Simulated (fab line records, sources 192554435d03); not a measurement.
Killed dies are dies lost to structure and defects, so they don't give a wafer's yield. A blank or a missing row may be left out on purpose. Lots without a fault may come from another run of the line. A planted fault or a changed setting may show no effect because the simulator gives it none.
fab line records | flow n5_finfet | part 1 of 2: steps 1 to 4 of 6
record lots=22 wafers=66 last_day=17
route steps=1938 shown BEOL_M4@1088 BEOL_M5@1136
lots that met no fault: from a run of the same line without faults
start_h: hours from the record's first day to the start of the lot's first wafer shown | wait_h: hours since the lot's step before | " the same as in the row above | L1.1+2: a row that stands for several wafers | - no value, or no start given | * or withheld: withheld | < > ~ a bound
route shown NAME@n: a module of which the file shows steps, and the number in the route of the first | usual: mean/standard deviation of fault-free wafers | same: alike in all rows | chamber/n: place in a boat | sites: the reading at each site | _std_site: their standard deviation | _edge_site: outer sites' mean less inner sites' | radius_mm: how far each site lies from the wafer's centre | mask NAME#n: copy n | behind: the tool/chamber that last shaped the wafer | hold: why the lot was held/for how many hours/how that ended | device: the transistor (n, p or np) that didn't switch | end of line: the same wafers' tests at the end of the route | a step without rows: its recipe alone | killed: dies lost to structure and defects at the first sort, not the wafer's yield | map: a wafer's dies, x killed, . not, _ none there
set.NAME: the setting as run; set.NAME@STEP: as run at that earlier step | model.NAME: the simulator's own value behind a step, which no gauge read
steps of the route over a sample of lots; a table a step, a row a wafer
services: from which hour (start_h, from the record's first day; less than 0 if before it) a tool's chamber was out of use, for how many hours, and why
## steps
# step N5_BEOL_M4_SPUTTER_81
# recipe material=Cu target_thk_a=45 temp_c=-20 chamber_pressure_pa=0.07 power_w=withheld time_s=8.29
# usual throttle_valve_pct=30.5/0.84
# columns lot.wafer tool chamber start_h wait_h throttle_valve_pct
L076.1 pvd_sputter-01 - 172.97 0.1 30.2
L076.4 " - " " 31.8
L076.6 " - " " 30.4
L075.1 pvd_sputter-03 - 176.81 0.1 31.4
L075.3 " - " " 29.5
L075.5 " - " " 29.6
L077.2 pvd_sputter-03 - 178.91 0.1 31.4
L077.5 " - " " 29.7
L077.6 " - " " 31.5
L078.1 pvd_sputter-02 - 180.29 0.1 31.4
L078.2 " - " " 29.6
L078.4 " - " " 30.9
L079.1 pvd_sputter-01 - 180.37 0.1 31.3
L079.2 " - " " 30.5
L079.5 " - " " 30.6
L081.2 pvd_sputter-01 - 195.53 0.1 31.8
L081.4 " - " " 30.5
L081.5 " - " " 30.2
L080.2 pvd_sputter-01 - 199.64 0.1 31.4
L080.3 " - " " 30.4
L080.4 " - " " 32.0
L082.1 pvd_sputter-03 - 205.15 0.1 30.0
L082.3 " - " " 31.1
L082.6 " - " " 31.2
L084.2 pvd_sputter-02 - 220.76 0.1 31.6
L084.5 " - " " 30.7
L084.6 " - " " 29.3
L083.1 pvd_sputter-03 - 221.24 0.1 29.5
L083.2 " - " " 31.3
L083.3 " - " " 29.9
L085.1 pvd_sputter-02 - 222.60 0.1 31.3
L085.4 " - " " 30.6
L085.5 " - " " 29.4
L086.2 pvd_sputter-02 - 228.57 0.1 30.7
L086.4 " - " " 29.7
L086.6 " - " " 30.6
L087.1 pvd_sputter-03 - 248.50 0.1 29.7
L087.3 " - " " 31.4
L087.5 " - " " 29.7
L088.1 pvd_sputter-03 - 251.22 0.1 29.7
L088.2 " - " " 29.6
L088.4 " - " " 29.6
L090.2 pvd_sputter-03 - 256.12 0.1 31.3
L090.3 " - " " 29.7
L090.4 " - " " 29.5
L091.3 pvd_sputter-01 - 261.41 0.1 31.4
L091.4 " - " " 30.2
L091.6 " - " " 30.1
L093.4 pvd_sputter-02 - 265.01 0.1 31.3
L093.5 " - " " 29.4
L093.6 " - " " 30.6
L092.1 pvd_sputter-01 - 267.78 0.1 30.3
L092.2 " - " " 30.2
L092.5 " - " " 30.3
L094.2 pvd_sputter-03 - 285.52 0.1 31.1
L094.3 " - " " 29.6
L094.4 " - " " 29.8
L095.1 pvd_sputter-01 - 289.20 0.1 30.3
L095.4 " - " " 31.6
L095.5 " - " " 31.4
L096.1 pvd_sputter-01 - 293.19 0.1 31.4
L096.2 " - " " 32.2
L096.6 " - " " 30.3
L097.1 pvd_sputter-01 - 295.07 0.1 30.1
L097.3 " - " " 30.2
L097.5 " - " " 31.4
# step N5_BEOL_M4_ANNEAL_95
# recipe temp_c=400 time_s=240 ambient=vacuum
# usual heater_power_w=874/130 susceptor_temp_C_max=400.9/0.38
# columns lot.wafer tool chamber start_h wait_h heater_power_w susceptor_temp_C_max
L076.1 pvd_sputter-01 - 174.15 0.0 656 400.7
L076.4 " - " " 817 401.2
L076.6 " - " " 844 400.9
L075.1 pvd_sputter-03 - 177.99 0.0 811 400.8
L075.3 " - " " 986 400.9
L075.5 " - " " 758 401.4
L077.2 pvd_sputter-03 - 180.09 0.0 813 401.1
L077.5 " - " " 898 401.3
L077.6 " - " " 832 400.9
L078.1 pvd_sputter-02 - 181.47 0.0 819 400.9
L078.2 " - " " 786 400.6
L078.4 " - " " 1042 400.8
L079.1 pvd_sputter-01 - 181.55 0.0 1059 400.6
L079.2 " - " " 827 400.9
L079.5 " - " " 823 401.1
L081.2 pvd_sputter-01 - 196.71 0.0 793 401.4
L081.4 " - " " 655 400.9
L081.5 " - " " 657 400.5
L080.2 pvd_sputter-01 - 200.82 0.0 1079 400.8
L080.3 " - " " 654 400.6
L080.4 " - " " 805 401.0
L082.1 pvd_sputter-03 - 206.33 0.0 927 401.1
L082.3 " - " " 825 400.8
L082.6 " - " " 809 401.4
L084.2 pvd_sputter-02 - 221.94 0.0 829 400.8
L084.5 " - " " 988 401.0
L084.6 " - " " 825 400.8
L083.1 pvd_sputter-03 - 222.42 0.0 1009 400.7
L083.2 " - " " 798 400.6
L083.3 " - " " 895 401.4
L085.1 pvd_sputter-02 - 223.78 0.0 814 401.1
L085.4 " - " " 1042 400.5
L085.5 " - " " 811 400.2
L086.2 pvd_sputter-02 - 229.75 0.0 1027 400.3
L086.4 " - " " 817 400.7
L086.6 " - " " 1017 400.2
L087.1 pvd_sputter-03 - 249.68 0.0 769 401.4
L087.3 " - " " 794 401.0
L087.5 " - " " 907 401.9
L088.1 pvd_sputter-03 - 252.40 0.0 878 401.4
L088.2 " - " " 1000 400.8
L088.4 " - " " 792 401.4
L090.2 pvd_sputter-03 - 257.30 0.0 812 401.1
L090.3 " - " " 1006 401.0
L090.4 " - " " 764 401.8
L091.3 pvd_sputter-01 - 262.59 0.0 1071 401.4
L091.4 " - " " 827 401.1
L091.6 " - " " 650 400.3
L093.4 pvd_sputter-02 - 266.19 0.0 818 401.3
L093.5 " - " " 1042 400.7
L093.6 " - " " 1052 400.7
L092.1 pvd_sputter-01 - 268.96 0.0 649 400.7
L092.2 " - " " 854 400.4
L092.5 " - " " 667 400.5
L094.2 pvd_sputter-03 - 286.70 0.0 800 400.8
L094.3 " - " " 781 401.9
L094.4 " - " " 899 401.2
L095.1 pvd_sputter-01 - 290.38 0.0 811 400.8
L095.4 " - " " 797 401.0
L095.5 " - " " 1089 401.0
L096.1 pvd_sputter-01 - 294.37 0.0 1087 400.5
L096.2 " - " " 813 400.9
L096.6 " - " " 648 400.9
L097.1 pvd_sputter-01 - 296.25 0.0 648 400.3
L097.3 " - " " 832 400.5
L097.5 " - " " 1080 400.5
# step N5_BEOL_M5_HM_OPEN_17
# recipe chemistry=Cl2/BCl3 target_depth_a=200 overetch_a=60 target=TiN mask_material=SOC ion_energy_ev=150 pressure_mtorr=10 icp_w=1000 bias_w=126 Cl2_flow_sccm=53.25 bcl3_flow_sccm=21.75 Ar_flow_sccm=25
# usual drypump_motor_current_A=5.8/0.62 he_backside_leak_sccm=3.48/0.26 oes_product_au=0.59/0.069 throttle_valve_pct=22.32/0.21
# columns lot.wafer tool chamber start_h wait_h drypump_motor_current_A he_backside_leak_sccm oes_product_au rf_hours_counter_h throttle_valve_pct
L076.1 rie_metal-03 0 178.71 0.0 6.7 3.94 0.58 80 22.25
L076.4 " 0 " " 6.7 3.65 0.59 - 22.25
L076.6 " 0 " " 6.7 3.80 0.59 - 22.26
L075.1 rie_metal-03 1 182.80 0.0 4.8 3.23 0.53 113 22.37
L075.3 " 0 " " 6.6 3.59 0.60 - 22.24
L075.5 " 0 " " 6.6 3.78 0.59 - 22.25
L077.2 rie_metal-02 0 185.55 0.0 5.9 3.33 0.56 88 22.39
L077.5 " 1 " " 6.3 3.39 0.56 - 22.67
L077.6 " 0 " " 5.9 3.26 0.55 - 22.40
L078.1 rie_metal-02 0 186.24 0.0 5.9 3.22 0.57 88 22.40
L078.2 " 1 " " 6.3 3.79 0.57 91 22.65
L078.4 " 0 " " 5.9 3.08 0.56 - 22.38
L079.1 rie_metal-03 0 186.40 0.0 6.7 3.62 0.59 81 22.27
L079.2 " 1 " " 4.8 3.24 0.53 113 22.37
L079.5 " 1 " " 4.8 3.18 0.53 - 22.39
L081.2 rie_metal-02 1 202.28 0.0 6.3 3.72 0.58 92 22.63
L081.4 " 0 " " 5.9 3.29 0.57 - 22.40
L081.5 " 0 " " 5.9 3.32 0.57 - 22.38
L080.2 rie_metal-01 1 204.96 0.0 5.5 3.60 0.67 41 22.05
L080.3 " 0 " " 5.9 3.73 0.50 - 22.16
L080.4 " 1 " " 5.5 3.70 0.67 - 22.04
L082.1 rie_metal-01 1 210.71 0.0 5.5 3.59 0.67 42 22.05
L082.3 " 1 " " 5.5 3.74 0.67 - 22.06
L082.6 " 1 " " 5.5 3.73 0.67 - 22.06
L084.2 rie_metal-01 1 225.62 0.1 5.5 3.23 0.65 - 22.05
L084.5 " 1 " " 5.5 3.19 0.65 - 22.08
L084.6 " 1 " " 5.5 3.44 0.65 - 22.06
L083.1 rie_metal-03 0 226.21 0.0 6.7 3.68 0.59 84 22.27
L083.2 " 1 " " 4.8 3.19 0.53 117 22.39
L083.3 " 1 " " 4.8 3.28 0.53 - 22.38
L085.1 rie_metal-03 0 228.21 0.0 6.7 3.74 0.59 84 22.26
L085.4 " 1 " " 4.8 3.21 0.53 - 22.40
L085.5 " 1 " " 4.8 3.09 0.53 - 22.39
L086.2 rie_metal-03 0 233.87 0.0 6.6 3.73 0.58 85 22.28
L086.4 " 1 " " 4.8 3.28 0.53 - 22.37
L086.6 " 1 " " 4.8 3.29 0.53 - 22.38
L087.1 rie_metal-03 1 253.88 0.0 4.8 3.21 0.52 119 22.39
L087.3 " 0 " " 6.7 3.63 0.58 - 22.29
L087.5 " 0 " " 6.7 3.76 0.58 - 22.28
L088.1 rie_metal-01 1 256.51 0.0 5.5 3.65 0.66 47 22.05
L088.2 " 0 " " 5.9 3.80 0.82 2 21.89
L088.4 " 0 " " 5.9 3.72 0.81 - 21.89
L090.2 rie_metal-02 1 263.71 0.0 6.3 3.63 0.57 97 22.65
L090.3 " 0 " " 5.9 3.35 0.56 - 22.38
L090.4 " 1 " " 6.3 3.73 0.57 - 22.65
L091.3 rie_metal-02 1 267.40 0.1 6.3 3.85 0.56 - 22.66
L091.4 " 0 " " 5.9 3.42 0.56 - 22.40
L091.6 " 0 " " 5.9 3.25 0.56 - 22.38
L093.4 rie_metal-03 0 270.91 0.1 6.7 3.77 0.57 - 22.27
L093.5 " 1 " " 4.8 3.24 0.53 - 22.39
L093.6 " 0 " " 6.7 3.77 0.58 - 22.26
L092.1 rie_metal-02 0 274.25 0.0 6.0 3.20 0.56 97 22.39
L092.2 " 0 " " 5.9 3.07 0.55 - 22.40
L092.5 " 0 " " 5.9 3.06 0.56 - 22.39
L094.2 rie_metal-01 0 291.37 0.0 5.9 3.55 0.79 5 21.92
L094.3 " 1 " " 5.5 3.62 0.65 - 22.06
L094.4 " 0 " " 5.9 3.68 0.80 - 21.90
L095.1 rie_metal-02 0 299.09 0.0 5.9 3.03 0.55 99 22.40
L095.4 " 0 " " 5.9 3.09 0.54 - 22.40
L095.5 " 1 " " 6.3 3.76 0.56 - 22.68
L097.1 rie_metal-01 0 301.63 0.0 5.9 3.51 0.78 6 21.93
L097.3 " 1 " " 5.5 3.69 0.65 - 22.08
L097.5 " 1 " " 5.5 3.55 0.64 - 22.07
L096.1 rie_metal-02 1 301.88 0.0 6.3 3.80 0.56 100 22.68
L096.2 " 0 " " 5.9 3.22 0.55 99 22.41
L096.6 " 1 " " 6.3 3.67 0.56 - 22.66
# step N5_BEOL_M5_DESCUM_33
# recipe chemistry=O2 time_s=7 source_power_w=50 bias_power_w=20 pressure_mtorr=20 rf_frequency_hz=2.712e+07 temp_c=40 resist=CAR-EUV o2_flow_sccm=225
# usual drypump_motor_current_A=5.9/0.38 oes_product_au=0.76/0.079 rf_vpp_V=243.1/1.2 showerhead_plenum_p_Torr=2.09/0.061 throttle_valve_pct=20.50/0.24
# columns lot.wafer tool chamber start_h wait_h drypump_motor_current_A oes_product_au rf_hours_counter_h rf_vpp_V showerhead_plenum_p_Torr throttle_valve_pct
L076.1 rie_diel-05 3 179.61 0.1 6.1 0.78 98 242.2 2.04 20.46
L076.4 " 2 " " 5.3 0.71 187 242.9 2.17 20.29
L076.6 " 0 " " 6.1 0.83 - 244.1 2.12 20.56
L075.1 rie_diel-05 0 184.91 0.1 6.0 0.83 66 242.6 2.12 20.57
L075.3 " 2 " " 5.3 0.71 189 244.4 2.17 20.32
L075.5 " 0 " " 6.1 0.84 - 244.5 2.12 20.57
L077.2 rie_diel-02 1 186.30 0.1 6.0 0.78 116 241.5 2.02 20.81
L077.5 " 0 " " 5.8 0.74 - 242.8 2.08 20.65
L077.6 " 3 " " 5.8 0.72 - 242.4 2.06 20.17
L078.1 rie_diel-02 3 187.05 0.2 5.8 0.72 226 244.0 2.06 20.18
L078.2 " 1 " " 6.0 0.77 116 242.3 2.02 20.82
L078.4 " 0 " " 5.8 0.74 209 242.1 2.08 20.60
L079.1 rie_diel-05 1 191.15 0.0 6.3 0.68 229 243.5 2.16 20.48
L079.2 " 0 " " 6.1 0.83 69 242.5 2.12 20.53
L079.5 " 0 " " 6.1 0.83 - 245.0 2.12 20.56
L081.2 rie_diel-02 3 203.09 0.0 5.8 0.72 230 242.9 2.06 20.21
L081.4 " 2 " " 6.3 0.73 177 243.8 2.18 20.62
L081.5 " 0 " " 5.8 0.74 - 244.1 2.07 20.63
L080.2 rie_diel-02 1 205.85 0.0 6.1 0.77 121 241.3 2.02 20.83
L080.3 " 0 " " 5.8 0.73 214 243.7 2.07 20.63
L080.4 " 3 " " 5.8 0.71 231 243.5 2.06 20.19
L082.1 rie_diel-05 1 212.05 0.1 6.3 0.67 234 244.2 2.16 20.48
L082.3 " 3 " " 6.1 0.77 108 241.3 2.03 20.47
L082.6 " 2 " " 5.3 0.70 - 243.8 2.17 20.31
L084.2 rie_diel-04 0 226.29 0.0 5.2 0.71 207 241.1 1.98 20.46
L084.5 " 3 " " 5.3 0.97 - 243.7 2.07 19.91
L084.6 " 0 " " 5.2 0.70 - 242.2 1.98 20.47
L083.1 rie_diel-04 2 227.23 0.4 6.2 0.72 174 241.6 2.08 20.69
L083.2 " 1 " " 5.2 0.86 54 245.5 2.13 20.45
L083.3 " 0 " " 5.2 0.71 208 242.0 1.98 20.46
L085.1 rie_diel-04 3 232.20 0.3 5.3 0.97 6 243.3 2.07 19.91
L085.4 " 0 " " 5.2 0.71 - 240.9 1.98 20.45
L085.5 " 3 " " 5.3 0.96 - 241.8 2.07 19.91
L086.2 rie_diel-02 3 234.55 0.0 5.8 0.70 239 242.9 2.06 20.19
L086.4 " 2 " " 6.3 0.71 186 245.3 2.17 20.62
L086.6 " 1 " " 6.0 0.76 - 242.4 2.02 20.82
L087.1 rie_diel-02 0 254.53 0.0 5.7 0.72 229 242.5 2.07 20.66
L087.3 " 2 " " 6.3 0.71 192 244.5 2.17 20.63
L087.5 " 0 " " 5.8 0.72 - 242.2 2.07 20.65
L088.1 rie_diel-05 0 258.72 0.0 6.1 0.80 89 242.9 2.11 20.58
L088.2 " 3 " " 6.2 0.77 122 243.0 2.03 20.49
L088.4 " 1 " " 6.3 0.66 247 243.5 2.16 20.49
L090.2 rie_diel-05 1 266.33 1.0 6.3 0.65 250 245.0 2.16 20.51
L090.3 " 0 " " 6.0 0.81 92 242.4 2.11 20.58
L090.4 " 1 " " 6.3 0.66 - 245.4 2.16 20.50
L091.3 rie_diel-02 0 268.86 0.0 5.7 0.72 234 242.9 2.07 20.65
L091.4 " 0 " " 5.8 0.72 - 243.0 2.07 20.66
L091.6 " 1 " " 6.0 0.76 - 242.2 2.02 20.85
L093.4 rie_diel-02 1 272.45 0.0 6.0 0.74 - 243.0 2.02 20.85
L093.5 " 0 " " 5.8 0.71 - 243.6 2.07 20.66
L093.6 " 2 " " 6.2 0.70 - 245.1 2.17 20.65
L092.1 rie_diel-05 0 276.66 0.2 6.1 0.80 96 241.2 2.11 20.60
L092.2 " 2 " " 5.3 0.68 216 243.8 2.16 20.35
L092.5 " 2 " " 5.3 0.69 - 243.1 2.16 20.36
L094.2 rie_diel-04 2 292.39 0.3 6.2 0.73 189 242.4 2.08 20.70
L094.3 " 0 " " 5.2 0.70 224 242.1 1.97 20.49
L094.4 " 1 " " 5.2 0.85 67 244.0 2.12 20.48
L095.1 rie_diel-05 0 300.25 0.0 6.1 0.79 107 243.2 2.10 20.62
L095.4 " 2 " " 5.3 0.69 228 244.2 2.16 20.37
L095.5 " 2 " " 5.3 0.69 - 244.6 2.16 20.36
L096.1 rie_diel-05 2 304.23 0.0 5.3 0.68 229 243.8 2.16 20.36
L096.2 " 3 " " 6.1 0.75 139 242.9 2.02 20.53
L096.6 " 2 " " 5.3 0.68 - 244.7 2.16 20.35
L097.1 rie_diel-02 0 304.58 0.3 5.8 0.71 243 242.6 2.06 20.67
L097.3 " 1 " " 6.0 0.74 156 242.0 2.01 20.88
L097.5 " 2 " " 6.3 0.68 - 243.7 2.16 20.66
